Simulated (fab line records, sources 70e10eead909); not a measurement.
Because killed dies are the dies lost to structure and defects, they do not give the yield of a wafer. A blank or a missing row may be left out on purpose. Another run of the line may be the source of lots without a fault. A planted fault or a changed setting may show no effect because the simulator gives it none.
Struck lot and sound lot, side by side / flow nand_harc / 17 out of 1302 route steps
Sound: these wafers, L625.3, L625.4, L625.6. Struck: wafers L629.1, L629.2, L629.5. The cause is named last.
For every step that has rows: the tool of each side, followed by ch and its chambers, followed by its first start. Under that, the readings that differ: sound wafers / struck wafers / difference of the means / sigmas: that difference in standard deviations of wafers without a fault.
alike: readings whose means differ by less than 2 such deviations, and words and numbers that are the same on both sides. not compared: withheld readings, readings that some wafer has no value for, bounds like >300 that may hide the same value, and numbers for which the record gives no deviation and whose values overlap.
A row with sigmas, a row that says differs or no value, or rows on one side alone: a step with any of these is where the two part. Numbers that have no deviation but don't overlap get no sigmas and don't part them. Lack of a reading on every wafer of one side parts them only where that side has two or more wafers.

NHARC_A_SGD_CUT_CD_MEAS_09: the cd target is 100 nm.
  sound on cd_sem-03 ch 0, day 19 12:58; struck on cd_sem-02 ch 0, day 20 20:37
  alike: cd_nm
NHARC_A_SGD_CUT_OVL_MEAS_10:
  sound on overlay-01 at day 19 13:02; struck on overlay-02 at day 20 20:43
  alike: overlay_x_nm, overlay_y_nm
NHARC_A_SGD_CUT_INSPECT_11:
  sound on defect_inspect-02 at day 19 13:05; struck on defect_inspect-01 at day 20 20:45
  alike: raw_defect_count
then, 1 step without rows for these wafers: NHARC_A_SGD_CUT_DESCUM_14 (chemistry O2, time 3 s).
NHARC_A_SGD_CUT_ETCH_58: etches the open film in CF4, target depth 39 nm, time 65 s.
  sound on rie_diel-03 ch 1,2,3, day 19 13:14; struck on rie_diel-09 ch 0,2,3, day 20 20:53
reading=oes_product_au (a.u.); sound=0.973 0.993 0.974; struck=1.007 1.015 1.000; difference=+0.027; sigmas=+2
  alike: drypump_motor_current_A, rf_vpp_V, showerhead_plenum_p_Torr, throttle_valve_pct
  not compared: rf_hours_counter_h
NHARC_A_SGD_CUT_ETCH_59: etches the open film in N2/H2, target depth 260 nm, time 406.25 s.
  sound on rie_diel-03 ch 0,2,3; struck on rie_diel-09 ch 0,3
  alike: drypump_motor_current_A, oes_product_au, rf_vpp_V, showerhead_plenum_p_Torr, throttle_valve_pct
  not compared: rf_hours_counter_h
NHARC_A_SGD_CUT_ETCH_15: etches the open film in CH3F/O2, target depth 75 nm, time 64.3 s.
  sound on rie_diel-03 ch 2,3; struck on rie_diel-09 ch 0,3
  alike: drypump_motor_current_A, oes_product_au, rf_vpp_V, showerhead_plenum_p_Torr, throttle_valve_pct
  not compared: rf_hours_counter_h
NHARC_A_SGD_CUT_ETCH_16: etches the open film in C4F8/O2/Ar, target depth 310.5 nm, time 155.2 s.
  sound on rie_diel-03 ch 0,1,2; struck on rie_diel-09 ch 0,3
  alike: oes_product_au, rf_vpp_V
  not compared: rf_hours_counter_h
then, 1 step without rows for these wafers: NHARC_A_SGD_CUT_STRIP_60 (strips in C4F8/O2/Ar).
NHARC_A_SGD_CUT_STRIP_17: strips in O2.
  sound on rie_diel-03 ch 2,3; struck on rie_diel-09 ch 0,1
  alike: drypump_motor_current_A, oes_product_au, rf_vpp_V, showerhead_plenum_p_Torr, throttle_valve_pct
  not compared: rf_hours_counter_h
then, 2 steps without rows for these wafers: NHARC_A_SGD_CUT_PRECLEAN_18 (cleans in SC1); NHARC_A_SGD_CUT_SRD_19.
NHARC_A_SGD_CUT_DEP_20: deposits SiO2, target thk 150 nm.
  sound on fcvd-01 ch 0,1, day 19 14:18; struck on fcvd-02 ch 0,1, day 20 21:55
reading=susceptor_temp_C (C); sound=64.91 64.97 65.00; struck=- - -; difference=no value on the struck wafers; sigmas=
then, 1 step without rows for these wafers: NHARC_A_SGD_CUT_ANNEAL_27 (time 1800 s).
NHARC_A_SGD_CUT_CMP_21: polishes, target thk 148.19 nm.
  sound on cmp-03 ch 0,1,3, day 19 18:57; struck on cmp-04 ch 0,2,3, day 21 02:14
reading=time_to_endpoint_s (s); sound=51 56 56; struck=15 19 18; difference=-37; sigmas=-8
  alike: motor_current_A
NHARC_A_SGD_CUT_THK_MEAS_22: measures by ellipsometry.
  sound on film_metro-02 at day 19 19:09; struck on film_metro-02 at day 21 02:38
reading=thk_nm (nm); sound=149.3 149.5 147.1; struck=49.7 48.5 53.0; difference=-98.2; sigmas=-61
  not compared: hold
NHARC_END_SORT_01:
  the record has rows for the sound wafers here (prober-01 ch 0, day 25 06:04) and none for the struck ones

## WHERE THEY PART
Earliest at NHARC_A_SGD_CUT_ETCH_58; latest, in this record, at NHARC_END_SORT_01.

WHY: the cause the simulator had injected
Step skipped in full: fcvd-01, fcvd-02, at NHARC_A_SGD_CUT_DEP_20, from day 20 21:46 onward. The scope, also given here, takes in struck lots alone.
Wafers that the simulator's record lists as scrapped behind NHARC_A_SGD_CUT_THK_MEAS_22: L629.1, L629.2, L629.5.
